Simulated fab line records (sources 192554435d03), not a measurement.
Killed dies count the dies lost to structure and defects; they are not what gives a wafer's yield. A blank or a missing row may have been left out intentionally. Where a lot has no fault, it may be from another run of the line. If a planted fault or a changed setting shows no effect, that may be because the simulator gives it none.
Matching of chambers | flow n5-finfet | N5_MOL_CONTACT_COAG_ETCH_15 on rie-diel-05: 4 sister chambers
The step etches SiNx in CH3F/O2, stops on Si:P, target depth 7 nm. 27 wafers are shown with their chamber, then 12 later ones without.

WAFERS WITH THEIR CHAMBER
wafer  | chamber | drypump-motor-current-A (A) | showerhead-plenum-p-Torr (Torr) | throttle-valve-pct (%)
L075.3 | 1       | 5.6                         | 2.07                            | 16.29
L075.5 | 3       | 6.5                         | 1.91                            | 16.54
L075.6 | 0       | 5.4                         | 2.08                            | 16.58
L076.2 | 0       | 5.4                         | 2.07                            | 16.59
L076.5 | 2       | 5.2                         | 2.07                            | 16.61
L076.6 | 3       | 6.5                         | 1.91                            | 16.55
L077.2 | 1       | 5.6                         | 2.07                            | 16.30
L077.4 | 2       | 5.2                         | 2.07                            | 16.63
L077.6 | 3       | 6.5                         | 1.91                            | 16.55
L078.3 | 2       | 5.2                         | 2.07                            | 16.62
L078.4 | 0       | 5.3                         | 2.07                            | 16.59
L078.6 | 2       | 5.2                         | 2.07                            | 16.63
L079.2 | 0       | 5.4                         | 2.07                            | 16.60
L079.3 | 3       | 6.5                         | 1.91                            | 16.57
L079.4 | 2       | 5.2                         | 2.07                            | 16.63
L080.2 | 1       | 5.6                         | 2.06                            | 16.32
L080.4 | 3       | 6.5                         | 1.91                            | 16.56
L080.6 | 1       | 5.6                         | 2.06                            | 16.31
L081.1 | 2       | 5.2                         | 2.07                            | 16.64
L081.4 | 1       | 5.6                         | 2.06                            | 16.32
L081.6 | 3       | 6.4                         | 1.91                            | 16.56
L083.3 | 0       | 5.4                         | 2.07                            | 16.62
L083.4 | 2       | 5.2                         | 2.06                            | 16.64
L083.5 | 2       | 5.2                         | 2.06                            | 16.65
L084.2 | 3       | 6.5                         | 1.91                            | 16.59
L084.4 | 1       | 5.6                         | 2.06                            | 16.33
L084.6 | 3       | 6.5                         | 1.91                            | 16.58

SIGNATURES (means of the wafers above)
reading                  | chamber 0 | chamber 1 | chamber 2 | chamber 3 | scatter within a chamber
drypump-motor-current-A  | 5.380     | 5.600     | 5.200     | 6.487     | 0.027
showerhead-plenum-p-Torr | 2.0720    | 2.0633    | 2.0675    | 1.9100    | 0.00397
throttle-valve-pct       | 16.5960   | 16.3117   | 16.6313   | 16.5625   | 0.0148
Rule: a wafer lies at a distance from a chamber equal to the root of the sum of squares, over the readings, of (its reading less the chamber's mean, divided by the reading's scatter). The wafer belongs to the nearest chamber; if the next one is less than 2 further off, it can't be placed. How the scatter is found: for the shown wafers, subtract from each reading the mean of its chamber, square and add these, divide the total by (wafers less chambers), then take the root.

WAFERS WITHOUT THEIR CHAMBER
wafer  | drypump-motor-current-A (A) | showerhead-plenum-p-Torr (Torr) | throttle-valve-pct (%)
L085.1 | 5.6                         | 2.06                            | 16.34
L085.2 | 6.5                         | 1.91                            | 16.60
L085.6 | 5.6                         | 2.06                            | 16.35
L088.1 | 5.2                         | 2.06                            | 16.65
L088.2 | 5.6                         | 2.06                            | 16.35
L088.3 | 6.5                         | 1.91                            | 16.60
L091.2 | 5.2                         | 2.06                            | 16.69
L091.3 | 5.6                         | 2.05                            | 16.36
L091.6 | 5.6                         | 2.05                            | 16.36
L092.2 | 5.6                         | 2.05                            | 16.38
L092.3 | 5.3                         | 2.06                            | 16.64
L092.4 | 5.4                         | 2.06                            | 16.65

CHAMBER TAKEN BY EACH
wafer  | from the rows above     | in truth
L085.1 | 1                       | 1
L085.2 | 3                       | 3
L085.6 | 1                       | 1
L088.1 | 2                       | 2
L088.2 | 1                       | 1
L088.3 | 3                       | 3
L091.2 | 2                       | 2
L091.3 | 1                       | 1
L091.6 | 1                       | 1
L092.2 | 1                       | 1
L092.3 | can't be placed: 2 or 0 | 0
L092.4 | 0                       | 0
Placed correctly: 11 of 12. Unplaceable from these rows: 1, with the true chamber sitting among the candidates in 1. Wrongly placed: 0.
